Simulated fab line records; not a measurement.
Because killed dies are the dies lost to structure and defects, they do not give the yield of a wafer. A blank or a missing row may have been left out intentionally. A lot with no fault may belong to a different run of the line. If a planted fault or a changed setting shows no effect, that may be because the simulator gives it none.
Matching of chambers + flow n5-finfet + N5_BEOL_M7_DESCUM_16 on rie-diel-06: 4 sister chambers
The step chemistry O2, time 7.9 s. 4 wafers are shown with their chamber, then 9 later ones without.

## WAFERS, EACH WITH ITS CHAMBER
| wafer  | chamber | drypump-motor-current-A (A) |
|--------|---------|-----------------------------|
| L084.3 | 2       | 6.04                        |
| L090.2 | 1       | 6.49                        |
| L090.5 | 0       | 5.78                        |
| L090.6 | 3       | 5.77                        |

## WAFERS WITHOUT THEIR CHAMBER
| wafer  | drypump-motor-current-A (A) |
|--------|-----------------------------|
| L091.4 | 6.45                        |
| L091.5 | 6.49                        |
| L091.6 | 6.01                        |
| L096.3 | 5.78                        |
| L096.5 | 6.48                        |
| L096.6 | 6.00                        |
| L097.1 | 5.79                        |
| L097.2 | 6.01                        |
| L097.6 | 6.02                        |

## WHICH CHAMBER EACH ONE RAN IN
| wafer  | from the rows above     | in truth |
|--------|-------------------------|----------|
| L091.4 | 1                       | 1        |
| L091.5 | 1                       | 1        |
| L091.6 | 2                       | 2        |
| L096.3 | can't be placed: 0 or 3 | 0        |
| L096.5 | 1                       | 1        |
| L096.6 | 2                       | 2        |
| L097.1 | can't be placed: 0 or 3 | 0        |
| L097.2 | 2                       | 2        |
| L097.6 | 2                       | 2        |
7 of 9 placed correctly. Cannot be placed on the basis of these rows: 2; the candidates contain the true chamber in 2. 0 placed wrongly.
How it was worked out, from the rows above alone: a wafer's distance from a chamber is the root of the sum, over the readings, of the square of ((its reading less the chamber's mean) divided by the reading's scatter). If the next closest chamber is less than 2 further off than the closest, the wafer can't be placed; otherwise it belongs to the closest. For every chamber, the mean is computed from those of its wafers that are shown. The scatter: with one shown wafer a chamber, the root of the mean of the squares of how far each hidden wafer lies from its nearest shown one.
